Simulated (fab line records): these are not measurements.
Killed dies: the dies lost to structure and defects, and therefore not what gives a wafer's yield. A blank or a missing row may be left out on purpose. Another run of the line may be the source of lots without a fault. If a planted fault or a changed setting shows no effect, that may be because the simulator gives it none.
Matching of chambers :: flow n5Finfet :: aldMetal-04 running N5_BEOL_M2_ALD_84: 4 sister chambers
The step deposits TaN, pulse time 2 s, purge time 3 s, co reactant purge time 2 s. 4 wafers are shown with their chamber, then 11 later ones without.

## EACH WAFER AND ITS CHAMBER
wafer: L083.2
chamber: 0
heaterPowerW (W): 444

wafer: L095.2
chamber: 3
heaterPowerW (W): 357

wafer: L095.5
chamber: 2
heaterPowerW (W): 338

wafer: L094.3
chamber: 1
heaterPowerW (W): 443

## WAFERS MISSING THEIR CHAMBER
wafer: L094.4
heaterPowerW (W): 352

wafer: L094.5
heaterPowerW (W): 358

wafer: L090.1
heaterPowerW (W): 449

wafer: L090.3
heaterPowerW (W): 344

wafer: L090.6
heaterPowerW (W): 365

wafer: L092.2
heaterPowerW (W): 459

wafer: L092.4
heaterPowerW (W): 354

wafer: L092.6
heaterPowerW (W): 344

wafer: L097.1
heaterPowerW (W): 438

wafer: L097.3
heaterPowerW (W): 346

wafer: L097.6
heaterPowerW (W): 443

## WHICH CHAMBER EACH WENT THROUGH
wafer: L094.4
from the rows above: can't be placed: 3 or 2
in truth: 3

wafer: L094.5
from the rows above: 3
in truth: 3

wafer: L090.1
from the rows above: can't be placed: 0 or 1
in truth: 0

wafer: L090.3
from the rows above: can't be placed: 2 or 3
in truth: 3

wafer: L090.6
from the rows above: 3
in truth: 3

wafer: L092.2
from the rows above: can't be placed: 0 or 1
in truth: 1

wafer: L092.4
from the rows above: can't be placed: 3 or 2
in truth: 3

wafer: L092.6
from the rows above: can't be placed: 2 or 3
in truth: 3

wafer: L097.1
from the rows above: can't be placed: 1 or 0
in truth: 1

wafer: L097.3
from the rows above: can't be placed: 2 or 3
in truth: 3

wafer: L097.6
from the rows above: can't be placed: 1 or 0
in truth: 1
Placed correctly: 2 of 11. From these rows, 9 cannot be placed; in 9 the true chamber is one of the candidates. Number placed wrongly: 0.
How it was worked out, from the rows above alone: a wafer's distance from a chamber is the root of the sum, over the readings, of the square of ((its reading less the chamber's mean) divided by the reading's scatter). The wafer belongs to the nearest chamber; if the next one is less than 2 further off, it can't be placed. Each chamber's mean is taken over the wafers shown for it. The scatter: with one shown wafer a chamber, the root of the mean of the squares of how far each hidden wafer lies from its nearest shown one.
